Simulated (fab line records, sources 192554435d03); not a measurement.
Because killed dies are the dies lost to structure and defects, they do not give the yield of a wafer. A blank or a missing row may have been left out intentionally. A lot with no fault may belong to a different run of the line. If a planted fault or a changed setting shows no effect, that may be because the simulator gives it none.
Matching of chambers	flow n5-finfet	N5_BEOL_M15_DESCUM_33 on rie-diel-03: 4 sister chambers
The step chemistry O2, time 7.9 s. 4 wafers are shown with their chamber, then 12 later ones without.

EACH WAFER AND ITS CHAMBER
wafer	chamber	drypump-motor-current-A (A)
L088.5	0	6.0
L097.3	2	5.8
L097.4	1	5.2
L097.5	3	6.2

WAFERS WHOSE CHAMBER IS MISSING
wafer	drypump-motor-current-A (A)
L092.1	5.2
L092.2	6.0
L092.5	6.0
L089.1	6.2
L089.2	6.0
L089.3	5.2
L094.1	5.9
L094.5	6.0
L094.6	6.1
L082.1	5.9
L082.3	6.0
L082.6	5.2

WHICH CHAMBER EACH WENT THROUGH
wafer	from the rows above	in truth
L092.1	1	1
L092.2	0	0
L092.5	0	0
L089.1	3	3
L089.2	0	0
L089.3	1	1
L094.1	can't be placed: 0 or 2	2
L094.5	0	0
L094.6	can't be placed: 0 or 3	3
L082.1	can't be placed: 0 or 2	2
L082.3	0	0
L082.6	1	1
Correct placement for 9 of the 12. Unplaceable from these rows: 3, with the true chamber sitting among the candidates in 3. Number placed wrongly: 0.
How it was worked out, from the rows above alone: a wafer's distance from a chamber is the root of the sum, over the readings, of the square of ((its reading less the chamber's mean) divided by the reading's scatter). The wafer belongs to the nearest chamber; if the next one is less than 2 further off, it can't be placed. For every chamber, the mean is computed from those of its wafers that are shown. The scatter (one wafer shown for each chamber): square how far every hidden wafer sits from the nearest shown wafer, average those squares and take the square root.
